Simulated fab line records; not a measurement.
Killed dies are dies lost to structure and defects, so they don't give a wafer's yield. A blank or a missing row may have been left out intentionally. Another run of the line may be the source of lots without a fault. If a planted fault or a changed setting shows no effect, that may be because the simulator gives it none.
fab line records	flow nandHarc
record lots=24	wafers=72	lastDay=34
route steps=1302 shown A_SGD_CUT@910 A_WL_FILL@965 A_CONTACT@1003
lots that met no fault: taken from a fault-free run of the same line
startH: hours from the record's first day to the start of the lot's first wafer shown	waitH: time in hours since the lot's previous step	" the same as in the row above	L1.1+2: several wafers, shown together as one row	- no value present, or no start provided	* or withheld: withheld	< > ~ a bound
route shown NAME@n: NAME is a module with steps in the file, n the number in the route of the first one	usual: mean/standard deviation of fault-free wafers	same: alike in all rows	chamber/n: place in a boat	sites: readings site by site	_std_site: their standard deviation	_edge_site: mean of outer sites minus mean of inner sites	radiusMm: for every site, how far away it sits from the centre of the wafer	mask NAME#n: copy n	behind: the last tool/chamber to shape the wafer	hold: the reason the lot was held/the length of the hold in hours/how it ended	device: the transistor (n, p or np) that didn't switch	end of line: the same wafers' tests at the end of the route	a step without rows: its recipe alone	killed: dies that structure and defects cost at the first sort, which is not the same as the wafer's yield	map: a wafer's dies, marking killed ones x, the rest . and places with no die _
set.NAME: setting as actually run; set.NAME@STEP: the setting as run at that earlier step	model.NAME: the simulator's own value behind a step, which no gauge read
the route's steps for a sample of lots (tables are steps, rows are wafers)
services: when a tool's chamber went out of use (startH, in hours from the record's first day, below 0 if earlier), for how many hours, and the reason
## steps
# step NHARC_A_SGD_CUT_STRIP_17
# recipe o2FlowSccm=500	arFlowSccm=0	biasW=0	chemistry=O2
# usual drypumpMotorCurrentA=5.8/0.5	oesProductAu=0.998/0.011	rfVppV=57.8/0.98	showerheadPlenumPTorr=3.53/0.17	throttleValvePct=17.037/0.0091
lot.wafer	tool	chamber	startH	waitH	drypumpMotorCurrentA	oesProductAu	rfHoursCounterH	rfVppV	showerheadPlenumPTorr	throttleValvePct
L074.2	rieDiel-08	1	-	-	4.9	1.020	6	58.2	3.73	17.032
L074.6	"	3	"	"	6.0	1.000	-	55.7	3.29	17.032
L074.5	"	0	"	"	5.7	1.008	-	57.8	3.69	17.031
L077.4	rieDiel-08	3	-	-	6.0	1.007	7	56.7	3.29	17.039
L077.1	"	0	"	"	5.7	1.008	7	58.0	3.69	17.035
L077.5	"	1	"	"	4.9	1.014	-	58.4	3.73	17.034
L076.3	rieDiel-01	1	-	-	5.9	0.991	4	58.5	3.60	17.047
L076.4	"	2	"	"	5.3	0.976	3	58.0	3.45	17.037
L076.1	"	3	"	"	6.7	1.008	4	57.6	3.72	17.031
L075.1	rieDiel-07	1	-	-	6.4	0.979	10	59.9	3.78	17.034
L075.2	"	3	"	"	5.3	0.999	9	56.7	3.30	17.044
L075.5	"	0	"	"	5.4	0.992	-	57.7	3.35	17.043
L078.2	rieDiel-01	0	-	-	5.8	0.991	5	57.1	3.37	17.053
L078.1	"	3	"	"	6.7	1.011	5	59.0	3.72	17.050
L078.5	"	1	"	"	5.9	0.999	-	58.7	3.60	17.033
L079.2	rieDiel-07	0	-	-	5.5	1.004	1	57.6	3.35	17.041
L079.5	"	1	"	"	6.4	0.985	-	57.4	3.78	17.040
L079.6	"	2	"	"	5.7	0.992	-	55.9	3.53	17.022
L080.1	rieDiel-01	1	-	-	5.9	1.002	7	57.9	3.60	17.045
L080.2	"	3	"	"	6.7	1.001	6	58.0	3.72	17.027
L080.5	"	1	"	"	5.9	1.005	-	57.0	3.60	17.035
L081.4	rieDiel-07	1	-	-	6.4	1.000	3	59.1	3.78	17.021
L081.2	"	3	"	"	5.3	1.004	3	56.6	3.30	17.038
L081.1	"	0	"	"	5.5	0.996	3	55.8	3.35	17.020
L084.3	rieDiel-01	1	-	-	5.9	0.986	9	58.7	3.60	17.027
L084.1	"	2	"	"	5.3	0.969	8	58.4	3.45	17.027
L084.5	"	1	"	"	5.9	0.990	-	58.6	3.60	17.049
L082.2	rieDiel-07	1	-	-	6.4	1.004	3	57.5	3.78	17.059
L082.3	"	3	"	"	5.3	1.016	4	57.6	3.30	17.028
L082.5	"	1	"	"	6.4	1.004	-	59.3	3.78	17.049
L083.2	rieDiel-08	3	-	-	6.0	1.001	14	57.1	3.28	17.033
L083.6	"	2	"	"	6.5	1.006	-	57.7	3.50	17.036
L083.5	"	3	"	"	6.0	1.004	-	57.0	3.28	17.022
L086.4	rieDiel-01	3	-	-	6.7	1.009	8	58.1	3.72	17.038
L086.6	"	1	"	"	5.9	0.994	-	58.8	3.60	17.021
L086.5	"	2	"	"	5.3	0.979	-	57.5	3.44	17.031
L085.2	rieDiel-01	2	-	-	5.3	0.975	9	58.5	3.44	17.019
L085.1	"	3	"	"	6.7	1.002	8	57.7	3.72	17.051
L085.6	"	2	"	"	5.3	0.980	-	56.6	3.44	17.040
L089.3	rieDiel-07	0	-	-	5.4	0.996	5	56.5	3.35	17.031
L089.6	"	1	"	"	6.4	1.011	-	57.8	3.77	17.037
L089.5	"	3	"	"	5.3	1.005	-	57.1	3.30	17.040
L088.1	rieDiel-08	1	-	-	4.9	1.020	2	58.5	3.72	17.029
L088.3	"	2	"	"	6.5	0.987	2	57.4	3.50	17.033
L088.6	"	3	"	"	6.0	0.986	-	56.7	3.28	17.035
L087.3	rieDiel-08	0	-	-	5.7	1.021	3	57.0	3.68	17.060
L087.1	"	3	"	"	6.0	0.990	3	56.4	3.28	17.029
L087.5	"	3	"	"	6.0	0.999	-	56.0	3.28	17.048
L090.3	rieDiel-08	3	-	-	5.9	0.985	5	56.7	3.28	17.061
L090.1	"	0	"	"	5.7	1.015	5	58.0	3.68	17.042
L090.5	"	1	"	"	4.9	1.024	-	58.8	3.72	17.039
L091.3	rieDiel-01	3	-	-	6.6	1.002	1	56.4	3.72	17.037
L091.1	"	1	"	"	5.9	1.007	3	60.1	3.60	17.041
L091.6	"	3	"	"	6.7	0.999	-	57.3	3.72	17.040
L093.1	rieDiel-07	3	-	-	5.3	1.010	8	57.5	3.30	17.042
L093.4	"	0	"	"	5.4	0.988	8	56.8	3.34	17.049
L093.6	"	1	"	"	6.4	1.008	-	58.0	3.77	17.033
L092.3	rieDiel-07	3	-	-	5.3	1.012	9	55.4	3.30	17.038
L092.4	"	2	"	"	5.7	0.989	8	57.9	3.53	17.040
L092.6	"	0	"	"	5.4	0.991	-	58.4	3.34	17.018
L094.3	rieDiel-01	1	-	-	5.9	1.016	5	58.9	3.60	17.040
L094.4	"	3	"	"	6.7	1.006	3	59.0	3.72	17.027
L094.1	"	0	"	"	5.8	1.010	5	58.1	3.36	17.027
L095.4	rieDiel-08	3	-	-	6.0	0.991	9	57.4	3.28	17.035
L095.1	"	0	"	"	5.7	0.995	9	58.8	3.68	17.047
L095.5	"	0	"	"	5.7	0.996	-	58.7	3.68	17.034
L097.2	rieDiel-08	1	-	-	4.9	1.009	10	58.0	3.72	17.042
L097.4	"	3	"	"	6.0	0.988	12	57.1	3.28	17.048
L097.5	"	1	"	"	4.9	1.015	-	58.5	3.72	17.048
L096.3	rieDiel-01	0	-	-	5.8	1.013	7	55.7	3.36	17.029
L096.2	"	1	"	"	5.9	1.002	7	59.3	3.60	17.028
L096.5	"	3	"	"	6.7	0.998	-	58.3	3.72	17.045
# step NHARC_A_SGD_CUT_CMP_21
# recipe targetThkNm=148.19
# usual motorCurrentA=11.8/1.1	timeToEndpointS=49.0/3
lot.wafer	tool	chamber	startH	waitH	motorCurrentA	timeToEndpointS
L074.2	cmp-03	1	453.29	0.4	9.4	54.0
L074.5	"	0	"	"	11.6	50.5
L074.6	"	1	"	"	9.5	48.6
L076.4	cmp-04	1	463.42	0.4	10.7	49.1
L076.1	"	2	"	"	10.9	54.0
L076.3	"	3	"	"	12.0	49.0
L077.4	cmp-02	2	463.44	0.4	12.5	49.1
L077.1	"	0	"	"	11.8	47.3
L077.5	"	2	"	"	12.4	49.9
L075.2	cmp-03	1	463.47	0.4	9.2	47.2
L075.1	"	2	"	"	10.8	53.3
L075.5	"	3	"	"	11.3	48.8
L078.2	cmp-02	2	484.89	0.4	12.5	54.2
L078.1	"	1	"	"	14.9	45.7
L078.5	"	3	"	"	11.5	46.6
L079.2	cmp-03	1	495.79	0.4	9.6	51.5
L079.5	"	3	"	"	11.7	54.2
L079.6	"	0	"	"	11.4	51.3
L080.1	cmp-02	3	515.57	0.4	11.5	45.2
L080.2	"	2	"	"	12.9	52.6
L080.5	"	3	"	"	11.1	45.4
L081.1	cmp-04	2	533.09	0.4	10.6	48.3
L081.4	"	3	"	"	12.7	51.3
L081.2	"	0	"	"	12.8	49.8
L082.2	cmp-02	3	542.37	0.4	11.5	48.1
L082.3	"	0	"	"	12.3	46.2
L082.5	"	3	"	"	12.2	48.4
L084.3	cmp-03	1	542.37	0.4	9.7	45.8
L084.1	"	3	"	"	11.7	51.7
L084.5	"	1	"	"	9.7	46.5
L083.2	cmp-04	0	542.42	0.4	12.3	49.8
L083.5	"	2	"	"	10.3	52.0
L083.6	"	3	"	"	12.1	47.6
L086.4	cmp-04	2	542.59	0.6	10.9	52.3
L086.6	"	3	"	"	12.1	50.0
L086.5	"	0	"	"	11.8	46.9
L085.2	cmp-03	0	553.98	0.4	11.3	48.9
L085.1	"	1	"	"	9.4	46.6
L085.6	"	0	"	"	11.8	50.9
L089.3	cmp-04	1	580.38	0.4	11.8	46.4
L089.5	"	0	"	"	12.5	46.7
L089.6	"	1	"	"	11.6	47.0
L088.1	cmp-02	2	580.38	0.4	11.6	48.8
L088.3	"	0	"	"	12.0	52.0
L088.6	"	1	"	"	15.0	44.6
L087.1	cmp-02	0	588.05	0.4	12.0	48.3
L087.3	"	3	"	"	11.2	51.4
L087.5	"	0	"	"	12.0	48.9
L090.1	cmp-03	0	618.13	0.4	10.9	51.9
L090.3	"	3	"	"	11.8	54.7
L090.5	"	0	"	"	11.9	52.4
L091.3	cmp-04	2	618.16	0.4	10.5	50.8
L091.1	"	0	"	"	12.7	48.5
L091.6	"	1	"	"	11.5	46.8
L093.4	cmp-03	0	634.45	0.4	12.2	52.5
L093.1	"	3	"	"	11.4	51.0
L093.6	"	0	"	"	11.9	50.8
L092.4	cmp-04	3	634.47	0.4	12.0	47.2
L092.3	"	1	"	"	11.4	45.8
L092.6	"	2	"	"	11.3	48.7
L094.1	cmp-02	2	653.90	0.4	12.9	51.5
L094.4	"	3	"	"	11.0	48.0
L094.3	"	0	"	"	12.5	50.7
L095.1	cmp-04	2	653.90	0.4	10.7	50.7
L095.4	"	0	"	"	12.1	49.6
L095.5	"	3	"	"	12.3	51.3
L096.3	cmp-04	0	680.96	0.4	12.1	47.6
L096.2	"	1	"	"	11.4	45.3
L096.5	"	1	"	"	11.9	43.5
L097.2	cmp-02	3	680.96	0.4	11.2	48.1
L097.4	"	1	"	"	13.4	47.1
L097.5	"	0	"	"	12.2	52.2
# step NHARC_A_WL_FILL_ALD_10
# recipe targetThkA=500	pulseTimeS=10	aldCycles=500	tempC=300	material=SiO2
# usual heaterPowerW=485/66	precursorPulseHeightRel=1.003/0.02
lot.wafer	tool	chamber	startH	waitH	heaterPowerW	precursorPulseHeightRel
L074.2	aldHk-02	3	482.07	1.1	534	0.968
L074.6	"	1	483.12	2.1	490	0.979
L074.5	"	2	"	"	401	1.026
L077.4	aldHk-02	1	491.72	0.0	487	1.011
L077.1	"	2	"	"	405	1.026
L077.5	"	1	493.81	2.1	484	1.036
L076.1	aldHk-03	1	492.23	0.6	569	1.007
L076.3	"	2	"	"	477	1.034
L076.4	"	3	"	"	607	0.984
L075.2	aldHk-04	3	493.64	2.0	459	0.998
L075.1	"	0	"	"	455	0.993
L075.5	"	2	495.20	3.5	456	0.991
L078.1	aldHk-03	1	511.86	0.1	564	0.956
L078.2	"	0	513.41	1.6	466	0.998
L078.5	"	1	"	"	560	1.025
L079.2	aldHk-04	0	526.62	1.1	468	1.007
L079.5	"	2	527.66	2.1	459	1.008
L079.6	"	3	"	"	472	1.021
L080.1	aldHk-03	2	542.13	0.1	480	0.968
L080.2	"	0	543.18	1.1	461	0.980
L080.5	"	2	544.22	2.1	484	0.966
L081.1	aldHk-02	2	560.18	0.1	412	1.023
L081.4	"	0	561.22	1.1	365	1.024
L081.2	"	1	"	"	467	1.000
L082.3	aldHk-03	3	567.68	0.1	596	0.968
L082.2	"	2	569.22	1.6	484	1.017
L082.5	"	3	"	"	592	1.021
L083.2	aldHk-04	0	568.70	1.1	453	1.018
L083.6	"	3	571.77	4.1	468	1.004
L083.5	"	0	572.79	5.2	472	0.989
L084.1	aldHk-02	3	577.22	3.8	529	1.004
L084.3	"	1	578.24	4.8	469	0.992
L084.5	"	3	579.26	5.8	524	1.007
L086.4	aldHk-02	0	580.29	6.8	369	1.032
L086.6	"	3	581.83	8.4	530	1.017
L086.5	"	0	"	"	362	0.992
L085.2	aldHk-03	2	590.05	0.6	479	0.994
L085.1	"	3	"	"	609	0.973
L085.6	"	1	591.58	2.1	545	1.026
L088.1	aldHk-03	3	608.91	0.6	593	1.012
L088.3	"	0	"	"	442	0.991
L088.6	"	3	610.98	2.6	604	0.994
L089.3	aldHk-02	3	613.85	0.6	526	1.014
L089.5	"	2	615.39	2.1	421	0.962
L089.6	"	3	"	"	526	0.981
L087.3	aldHk-03	2	619.91	0.6	484	0.998
L087.1	"	0	620.94	1.6	436	0.962
L087.5	"	1	"	"	538	1.006
L090.1	aldHk-04	1	647.17	0.1	488	0.997
L090.3	"	2	"	"	467	1.002
L090.5	"	2	649.76	2.6	464	1.006
L091.3	aldHk-02	2	648.21	1.1	417	1.010
L091.1	"	3	"	"	516	0.978
L091.6	"	0	"	"	368	1.046
L092.3	aldHk-03	3	662.94	0.6	601	1.014
L092.4	"	0	"	"	453	0.997
L092.6	"	3	664.98	2.6	611	1.015
L093.4	aldHk-02	2	663.46	1.1	429	1.006
L093.1	"	3	"	"	540	1.013
L093.6	"	0	"	"	361	0.983
L094.4	aldHk-02	1	680.43	0.1	476	0.983
L094.3	"	3	681.48	1.1	537	1.013
L094.1	"	0	"	"	369	0.999
L095.1	aldHk-03	0	681.25	0.9	460	0.971
L095.4	"	2	682.30	1.9	483	0.995
L095.5	"	3	"	"	601	1.032
L097.2	aldHk-03	3	708.71	0.1	610	1.010
L097.4	"	1	709.72	1.1	562	1.015
L097.5	"	3	710.74	2.1	603	0.998
L096.3	aldHk-04	0	710.35	1.7	444	1.003
L096.2	"	2	711.37	2.7	465	1.002
L096.5	"	1	712.90	4.2	490	0.995
# step NHARC_A_WL_FILL_INSPECT_15
# usual rawDefectCount=510/120
lot.wafer	tool	chamber	startH	waitH	rawDefectCount
L074.2	defectInspect-01	-	492.28	0.0	639
L074.5	"	-	"	"	398
L074.6	"	-	"	"	590
L075.1	defectInspect-02	-	502.83	0.0	384
L075.2	"	-	"	"	446
L075.5	"	-	"	"	565
L077.1	defectInspect-01	-	502.83	0.0	762
L077.4	"	-	"	"	500
L077.5	"	-	"	"	544
L076.1	defectInspect-02	-	502.98	0.0	410
L076.3	"	-	"	"	395
L076.4	"	-	"	"	401
L078.1	defectInspect-02	-	523.06	0.0	389
L078.2	"	-	"	"	495
L078.5	"	-	"	"	463
L079.2	defectInspect-02	-	536.81	0.0	647
L079.5	"	-	"	"	446
L079.6	"	-	"	"	574
L080.1	defectInspect-02	-	553.29	0.0	459
L080.2	"	-	"	"	467
L080.5	"	-	"	"	519
L081.1	defectInspect-02	-	571.37	0.0	850
L081.2	"	-	"	"	409
L081.4	"	-	"	"	515
L082.2	defectInspect-01	-	579.85	0.0	410
L082.3	"	-	"	"	416
L082.5	"	-	"	"	492
L083.2	defectInspect-02	-	579.91	0.0	659
L083.5	"	-	"	"	489
L083.6	"	-	"	"	607
L084.1	defectInspect-02	-	587.86	0.0	469
L084.3	"	-	"	"	724
L084.5	"	-	"	"	685
L086.4	defectInspect-02	-	590.93	0.0	461
L086.5	"	-	"	"	562
L086.6	"	-	"	"	454
L085.1	defectInspect-02	-	601.48	0.0	497
L085.2	"	-	"	"	400
L085.6	"	-	"	"	591
L088.1	defectInspect-02	-	619.64	0.0	389
L088.3	"	-	"	"	298
L088.6	"	-	"	"	321
L089.3	defectInspect-02	-	624.64	0.0	664
L089.5	"	-	"	"	545
L089.6	"	-	"	"	490
L087.1	defectInspect-01	-	630.61	0.0	553
L087.3	"	-	"	"	420
L087.5	"	-	"	"	405
L091.1	defectInspect-01	-	658.29	0.0	501
L091.3	"	-	"	"	508
L091.6	"	-	"	"	451
L090.1	defectInspect-02	-	658.29	0.0	699
L090.3	"	-	"	"	559
L090.5	"	-	"	"	549
L092.3	defectInspect-02	-	673.55	0.0	772
L092.4	"	-	"	"	508
L092.6	"	-	"	"	371
L093.1	defectInspect-02	-	673.69	0.0	594
L093.4	"	-	"	"	559
L093.6	"	-	"	"	508
L094.1	defectInspect-01	-	691.87	0.0	470
L094.3	"	-	"	"	530
L094.4	"	-	"	"	512
L095.1	defectInspect-02	-	691.87	0.0	546
L095.4	"	-	"	"	378
L095.5	"	-	"	"	403
L097.2	defectInspect-02	-	719.75	0.0	442
L097.4	"	-	"	"	455
L097.5	"	-	"	"	542
L096.2	defectInspect-01	-	719.77	0.0	657
L096.3	"	-	"	"	326
L096.5	"	-	"	"	500
# step NHARC_A_CONTACT_ETCH_50
# recipe targetDepthA=1210	timeS=60.5	cf4FlowSccm=100	chf3FlowSccm=30	arFlowSccm=0	rfW=500	biasW=200	chemistry=CF4/CHF3
# usual drypumpMotorCurrentA=5.8/0.46	oesProductAu=0.951/0.024	rfVppV=369.8/2.4	showerheadPlenumPTorr=1.55/0.068	throttleValvePct=16.802/0.0089
lot.wafer	tool	chamber	startH	waitH	drypumpMotorCurrentA	oesProductAu	rfHoursCounterH	rfVppV	showerheadPlenumPTorr	throttleValvePct
L074.2	rieDiel-13	2	-	-	6.2	0.924	48	366.2	1.46	16.805
L074.5	"	0	"	"	5.7	0.913	-	369.3	1.55	16.802
L074.6	"	2	"	"	6.2	0.937	-	365.7	1.46	16.802
L077.4	rieDiel-12	2	-	-	5.2	0.956	7	370.4	1.57	16.800
L077.1	"	0	"	"	5.6	0.979	7	367.2	1.46	16.788
L077.5	"	2	"	"	5.2	0.959	-	370.2	1.57	16.774
L075.2	rieDiel-10	3	-	-	6.0	0.939	26	369.1	1.51	16.799
L075.1	"	0	"	"	5.6	0.928	20	369.1	1.55	16.791
L075.5	"	0	"	"	5.6	0.938	-	369.3	1.55	16.789
L076.3	rieDiel-13	2	-	-	6.2	0.921	53	366.7	1.46	16.801
L076.4	"	3	"	"	5.4	0.912	58	368.7	1.51	16.796
L076.1	"	0	"	"	5.7	0.924	56	369.1	1.54	16.802
L078.1	rieDiel-12	0	-	-	5.6	0.961	14	366.7	1.46	16.790
L078.2	"	3	"	"	6.4	0.958	14	369.5	1.55	16.798
L078.5	"	1	"	"	6.4	0.957	-	369.5	1.51	16.802
L079.2	rieDiel-10	3	-	-	6.0	0.938	44	366.7	1.50	16.801
L079.5	"	2	"	"	5.3	0.934	-	375.3	1.69	16.794
L079.6	"	3	"	"	6.0	0.926	-	366.8	1.50	16.800
L080.2	rieDiel-12	1	-	-	6.4	0.966	19	367.4	1.51	16.813
L080.1	"	0	"	"	5.6	0.979	19	367.4	1.46	16.800
L080.5	"	2	"	"	5.2	0.966	-	371.0	1.57	16.814
L081.1	rieDiel-12	2	-	-	5.1	0.923	17	369.8	1.57	16.805
L081.2	"	3	"	"	6.4	0.925	21	368.1	1.55	16.807
L081.4	"	0	"	"	5.6	0.934	21	366.3	1.46	16.803
L082.3	rieDiel-12	0	-	-	5.6	0.983	23	367.2	1.46	16.800
L082.2	"	2	"	"	5.2	0.967	18	371.0	1.57	16.806
L082.5	"	0	"	"	5.6	0.982	-	366.3	1.46	16.805
L083.2	rieDiel-13	1	-	-	5.6	0.948	20	366.5	1.47	16.803
L083.6	"	2	"	"	6.2	0.974	-	375.4	1.69	16.809
L083.5	"	3	"	"	5.5	0.980	-	368.5	1.50	16.812
L084.1	rieDiel-12	0	-	-	5.6	0.983	26	366.8	1.46	16.804
L084.3	"	2	"	"	5.2	0.961	20	370.8	1.57	16.812
L084.5	"	1	"	"	6.4	0.953	-	369.8	1.51	16.793
L086.4	rieDiel-12	1	-	-	6.4	0.975	26	368.4	1.51	16.807
L086.5	"	3	"	"	6.4	0.986	-	369.6	1.55	16.798
L086.6	"	0	"	"	5.6	0.957	-	366.7	1.46	16.789
L085.1	rieDiel-12	1	-	-	6.4	0.961	30	368.4	1.51	16.786
L085.2	"	3	"	"	6.3	0.978	28	369.9	1.55	16.794
L085.6	"	2	"	"	5.1	0.977	-	370.1	1.57	16.811
L088.1	rieDiel-13	0	-	-	5.7	0.939	40	368.7	1.53	16.801
L088.3	"	2	"	"	6.2	0.934	35	374.4	1.69	16.804
L088.6	"	0	"	"	5.7	0.927	-	368.3	1.53	16.795
L089.3	rieDiel-12	1	-	-	6.4	0.954	0	366.7	1.51	16.780
L089.5	"	3	"	"	6.4	0.977	-	370.0	1.55	16.801
L089.6	"	0	"	"	5.6	0.981	-	373.9	1.70	16.809
L087.1	rieDiel-12	3	-	-	6.4	0.980	1	369.3	1.55	16.803
L087.3	"	0	"	"	5.6	0.974	2	375.4	1.70	16.793
L087.5	"	3	"	"	6.4	0.974	-	370.6	1.55	16.804
L091.3	rieDiel-12	0	-	-	5.6	0.994	6	375.0	1.70	16.816
L091.1	"	1	"	"	6.4	0.957	6	368.1	1.51	16.825
L091.6	"	2	"	"	5.2	0.975	-	370.6	1.57	16.793
L090.3	rieDiel-10	0	-	-	5.6	0.921	27	369.5	1.54	16.795
L090.1	"	1	"	"	5.5	0.909	21	370.1	1.56	16.818
L090.5	"	0	"	"	5.6	0.926	-	370.5	1.54	16.801
L092.3	rieDiel-10	0	-	-	5.6	0.931	36	369.6	1.54	16.793
L092.4	"	1	"	"	5.5	0.926	30	371.2	1.56	16.808
L092.6	"	3	"	"	6.0	0.935	-	368.4	1.49	16.800
L093.1	rieDiel-12	2	-	-	5.2	0.934	7	370.5	1.57	16.809
L093.4	"	0	"	"	5.6	0.922	8	374.1	1.70	16.801
L093.6	"	1	"	"	6.4	0.915	-	367.8	1.51	16.799
L094.4	rieDiel-10	2	-	-	5.3	0.917	32	373.4	1.68	16.799
L094.3	"	3	"	"	6.0	0.937	39	368.2	1.49	16.810
L094.1	"	0	"	"	5.6	0.929	41	370.1	1.54	16.815
L095.1	rieDiel-12	0	-	-	5.7	0.985	12	376.0	1.70	16.800
L095.4	"	1	"	"	6.4	0.952	10	370.0	1.51	16.808
L095.5	"	3	"	"	6.4	0.974	-	370.8	1.54	16.812
L097.2	rieDiel-12	3	-	-	6.4	0.956	16	369.7	1.54	16.793
L097.5	"	3	"	"	6.4	0.959	-	370.1	1.54	16.807
L097.4	"	0	"	"	5.6	0.967	-	374.8	1.70	16.800
L096.3	rieDiel-12	2	-	-	5.2	0.956	15	369.2	1.57	16.800
L096.2	"	3	"	"	6.4	0.946	17	370.4	1.54	16.816
L096.5	"	3	"	"	6.4	0.949	-	371.3	1.54	16.820
# step NHARC_A_CONTACT_ETCH_111
# recipe sourceW=withheld	pressureMtorr=20	biasV=withheld	timeS=140	targetDepthA=7000	arFlowSccm=withheld	c4f8FlowSccm=withheld	o2FlowSccm=withheld	chemistry=C4F8/O2/Ar
lot.wafer	tool	chamber	startH	waitH	rfHoursCounterH
L074.2	harCapEtch-03	1	500.55	-	38
L074.6	"	1	"	"	-
L074.5	"	0	"	"	-
L077.1	harCapEtch-02	1	510.45	-	88
L077.4	"	1	"	"	-
L077.5	"	1	"	"	-
L075.1	harCapEtch-03	1	510.58	-	40
L075.2	"	0	"	"	40
L075.5	"	1	"	"	-
L076.1	harCapEtch-02	0	513.04	-	90
L076.4	"	1	"	"	-
L076.3	"	0	"	"	-
L078.2	harCapEtch-01	1	532.62	-	4
L078.1	"	0	"	"	4
L078.5	"	1	"	"	-
L079.2	harCapEtch-01	0	544.31	-	6
L079.6	"	1	"	"	-
L079.5	"	0	"	"	-
L080.1	harCapEtch-01	0	562.77	-	8
L080.2	"	1	"	"	8
L080.5	"	1	"	"	-
L081.2	harCapEtch-01	1	579.47	-	10
L081.1	"	0	"	"	10
L081.4	"	0	"	"	-
L082.2	harCapEtch-03	1	588.79	-	53
L082.3	"	1	"	"	-
L082.5	"	0	"	"	-
L083.2	harCapEtch-02	1	589.10	-	101
L083.6	"	1	"	"	-
L083.5	"	0	"	"	-
L084.1	harCapEtch-03	0	598.80	-	55
L084.3	"	0	"	"	-
L084.5	"	1	"	"	-
L086.4	harCapEtch-02	0	599.70	-	-
L086.6	"	0	"	"	-
L086.5	"	1	"	"	-
L085.2	harCapEtch-02	0	609.03	-	105
L085.1	"	1	"	"	105
L085.6	"	0	"	"	-
L088.1	harCapEtch-01	1	631.32	-	22
L088.3	"	1	"	"	-
L088.6	"	0	"	"	-
L089.3	harCapEtch-02	0	635.58	-	-
L089.6	"	1	"	"	-
L089.5	"	0	"	"	-
L087.1	harCapEtch-03	0	638.28	-	63
L087.3	"	1	"	"	-
L087.5	"	0	"	"	-
L091.1	harCapEtch-03	0	665.89	-	67
L091.3	"	0	"	"	-
L091.6	"	0	"	"	-
L090.1	harCapEtch-02	1	666.20	-	116
L090.3	"	0	"	"	-
L090.5	"	1	"	"	-
L092.4	harCapEtch-02	1	683.15	-	-
L092.3	"	0	"	"	-
L092.6	"	0	"	"	-
L093.1	harCapEtch-01	0	683.43	-	31
L093.4	"	0	"	"	-
L093.6	"	1	"	"	-
L094.1	harCapEtch-03	1	699.90	-	74
L094.3	"	1	"	"	-
L094.4	"	0	"	"	-
L095.1	harCapEtch-02	0	700.45	-	122
L095.4	"	0	"	"	-
L095.5	"	0	"	"	-
L097.2	harCapEtch-01	1	728.13	-	38
L097.4	"	1	"	"	-
L097.5	"	1	"	"	-
L096.2	harCapEtch-03	0	728.95	-	79
L096.3	"	0	"	"	-
L096.5	"	0	"	"	-
## services
tool	chamber	startH	hours	kind
rieDiel-01	0	426.52	11.1	repair
cmp-02	-	428.50	4.0	pm
rieDiel-12	-	446.21	9.0	pm
cmp-02	-	447.59	0.4	repair
harCapEtch-02	-	456.82	0.5	repair
cmp-02	-	457.12	1.4	repair
rieDiel-01	0	494.68	5.0	repair
cmp-04	-	503.02	4.0	pm
cmp-04	-	508.70	3.0	repair
aldHk-02	-	526.53	10.0	pm
cmp-04	-	556.75	0.4	repair
rieDiel-01	-	557.84	9.0	pm
cmp-04	-	562.30	0.5	repair
rieDiel-01	1	579.10	5.0	repair
rieDiel-01	3	582.47	11.8	repair
cmp-04	-	601.02	4.0	pm
rieDiel-12	-	623.21	9.0	pm
cmp-04	-	627.09	1.8	repair
cmp-04	-	694.31	1.2	repair
cmp-04	-	699.02	4.0	pm
aldHk-02	-	704.53	10.0	pm
cmp-04	-	721.79	0.8	repair
rieDiel-12	1	722.84	4.8	repair
rieDiel-01	2	725.14	6.1	repair
## key
fault none
